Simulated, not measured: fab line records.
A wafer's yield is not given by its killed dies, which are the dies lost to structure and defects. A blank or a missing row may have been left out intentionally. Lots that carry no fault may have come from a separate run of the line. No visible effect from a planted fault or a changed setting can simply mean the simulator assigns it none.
The same fault as seen by 2 desks -- flow nandHarc -- each desk has only its own numbers; what lay behind them comes last

== TOOL OWNER'S DESK, rieSi-04 ==
The tool's own readings at NHARC_A_CHANNEL_FILL_D2_ETCHBACK_19 (etches the open film in HBr/Cl2, target depth 5 nm, time 1.7 s): means of the sampled wafers that have a number, for each lot that ran on this tool. The brackets show how far a lot's mean lies from the usual mean; more than 4 standard deviations puts the lot out of limits, marked OUT.
Columns: A = drypumpMotorCurrentA at NHARC_A_CHANNEL_FILL_D2_ETCHBACK_19, usual 5.7 A; B = oesProductAu at NHARC_A_CHANNEL_FILL_D2_ETCHBACK_19, usual 0.997 a.u.; C = throttleValvePct at NHARC_A_CHANNEL_FILL_D2_ETCHBACK_19, usual 26.405 %
lot,first seen here,A,B,C
L766,day 14 13:05,5.6,0.992,26.407
L780,day 20 23:43,5.3,0.992,26.403
L787,day 23 14:37,5.6,0.997,26.406
This desk's verdict: no lot among the 3 shows anything out of limits.

== THE METROLOGY DESK ==
Lot by lot, what the gauges showed, no matter which tool ran the lot: averages of those sampled wafers that carry a number. The brackets show how far a lot's mean lies from the usual mean; more than 4 standard deviations puts the lot out of limits, marked OUT.
Columns: A = thkNm at NHARC_A_BONDPAD_THK_MEAS_30, usual 199.7 nm
lot,first seen here,A
L766,day 23 07:37,198.5
L767,day 23 09:20,200.1
L770,day 24 06:58,200.4
L769,day 24 07:46,199.7
L780,day 29 01:58,200.6
L779,day 29 03:25,200.0
L781,day 29 06:39,197.3
L782,day 29 20:41,198.8
L783,day 30 07:36,199.3
L786,day 30 22:08,200.9
L785,day 31 04:51,201.1
L787,day 32 02:31,200.9
L789,day 33 04:09,199.4
This desk's verdict: no lot among the 13 shows anything out of limits.

== TAKEN TOGETHER ==
The desk of the tool owner found nothing out of limits.
Nothing out of limits was seen by the metrology desk.

== WHAT HAD BEEN PUT IN BY THE SIMULATOR ==
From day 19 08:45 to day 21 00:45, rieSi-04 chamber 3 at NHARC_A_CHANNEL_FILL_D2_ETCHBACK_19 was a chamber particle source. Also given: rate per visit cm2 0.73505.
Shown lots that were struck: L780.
